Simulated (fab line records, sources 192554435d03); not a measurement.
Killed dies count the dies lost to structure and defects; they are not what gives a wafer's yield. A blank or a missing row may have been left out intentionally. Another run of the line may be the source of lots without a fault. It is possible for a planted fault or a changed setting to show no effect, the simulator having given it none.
Chamber matching | flow n5Finfet | N5_BEOL_M0_SAQP_DESCUM_19 on rieDiel-04 has 4 sister chambers
The step chemistry O2, time 7.9 s. 14 wafers are shown with their chamber, then 7 later ones without.

WAFERS, EACH WITH ITS CHAMBER
wafer  | chamber | throttleValvePct (%) | showerheadPlenumPTorr (Torr) | oesProductAu (a.u.)
L075.1 | 0       | 20.8                 | 2.09                         | 0.74
L075.4 | 2       | 20.8                 | 2.20                         | 0.75
L075.5 | 1       | 20.0                 | 2.17                         | 0.75
L077.1 | 1       | 20.1                 | 2.17                         | 0.76
L077.2 | 2       | 20.8                 | 2.20                         | 0.75
L077.4 | 0       | 20.8                 | 2.08                         | 0.73
L083.3 | 1       | 20.1                 | 2.17                         | 0.74
L083.4 | 2       | 20.8                 | 2.20                         | 0.74
L083.5 | 1       | 20.1                 | 2.17                         | 0.74
L084.1 | 0       | 20.8                 | 2.08                         | 0.72
L084.2 | 3       | 20.3                 | 2.16                         | 0.70
L084.5 | 0       | 20.8                 | 2.08                         | 0.72
L090.1 | 0       | 20.8                 | 2.08                         | 0.72
L090.2 | 1       | 20.1                 | 2.16                         | 0.73

SIGNATURES (means of the wafers above)
reading               | chamber 0 | chamber 1 | chamber 2 | chamber 3 | scatter within a chamber
throttleValvePct      | 20.800    | 20.080    | 20.800    | 20.300    | 0.0283
showerheadPlenumPTorr | 2.0820    | 2.1680    | 2.2000    | 2.1600    | 0.004
oesProductAu          | 0.7260    | 0.7440    | 0.7467    | 0.7000    | 0.00952
Rule: a wafer's distance from a chamber is the root of the sum, over the readings, of the square of ((its reading less the chamber's mean) divided by the reading's scatter). The wafer belongs to the nearest chamber; if the next one is less than 2 further off, it can't be placed. The scatter is the square root of a quotient: the sum, over the shown wafers, of each reading's squared deviation from its chamber's mean, divided by wafers minus chambers.

WAFERS WITHOUT THEIR CHAMBER
wafer  | throttleValvePct (%) | showerheadPlenumPTorr (Torr) | oesProductAu (a.u.)
L090.6 | 19.9                 | 2.15                         | 1.00
L096.1 | 20.1                 | 2.16                         | 0.73
L096.4 | 20.8                 | 2.07                         | 0.71
L096.5 | 20.8                 | 2.07                         | 0.71
L097.1 | 20.1                 | 2.16                         | 0.72
L097.4 | 20.8                 | 2.07                         | 0.71
L097.6 | 19.9                 | 2.15                         | 0.96

CHAMBER TAKEN BY EACH
wafer  | from the rows above | in truth
L090.6 | 1                   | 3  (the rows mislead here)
L096.1 | 1                   | 1
L096.4 | 0                   | 0
L096.5 | 0                   | 0
L097.1 | 1                   | 1
L097.4 | 0                   | 0
L097.6 | 1                   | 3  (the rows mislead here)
Placed correctly: 5 of 7. Not placeable from these rows: 0. Placed wrongly: 2.
